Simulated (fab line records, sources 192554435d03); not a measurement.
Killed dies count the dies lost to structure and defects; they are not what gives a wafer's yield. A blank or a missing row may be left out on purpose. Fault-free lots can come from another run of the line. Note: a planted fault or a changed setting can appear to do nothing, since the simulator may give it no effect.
Chamber matching ; flow n5-finfet ; 4 sister chambers for N5_BEOL_M7_VIA_ETCH_34 on rie-diel-06
The step etches SiCOH lowk in C4F6/O2, target depth 125.5 nm, time 50.5 s. 4 wafers are shown with their chamber, then 11 later ones without.

## WAFERS WITH THEIR CHAMBER
wafer;chamber;drypump-motor-current-A (A)
L081.5;0;5.2
L086.2;3;5.5
L086.4;2;6.5
L083.3;1;5.6

## WAFERS WHOSE CHAMBER IS MISSING
wafer;drypump-motor-current-A (A)
L083.4;5.2
L083.5;5.2
L090.2;6.5
L090.3;5.5
L090.6;5.6
L094.1;6.4
L094.2;5.4
L094.3;5.2
L095.4;6.4
L095.5;5.5
L095.6;5.2

## CHAMBER TAKEN BY EACH
wafer;from the rows above;in truth
L083.4;0;0
L083.5;0;0
L090.2;2;2
L090.3;can't be placed: 3 or 1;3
L090.6;can't be placed: 1 or 3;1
L094.1;2;2
L094.2;can't be placed: 3 or 1 or 0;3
L094.3;0;0
L095.4;2;2
L095.5;can't be placed: 3 or 1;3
L095.6;0;0
7 of 11 placed correctly. Cannot be placed on the basis of these rows: 4; the candidates contain the true chamber in 4. Placed wrongly: 0.
How it was worked out, from the rows above alone: a wafer's distance from a chamber is the root of the sum, over the readings, of the square of ((its reading less the chamber's mean) divided by the reading's scatter). The wafer belongs to the nearest chamber; if the next one is less than 2 further off, it can't be placed. The mean given for a chamber averages the wafers shown for that chamber. The scatter: with one shown wafer a chamber, the root of the mean of the squares of how far each hidden wafer lies from its nearest shown one.
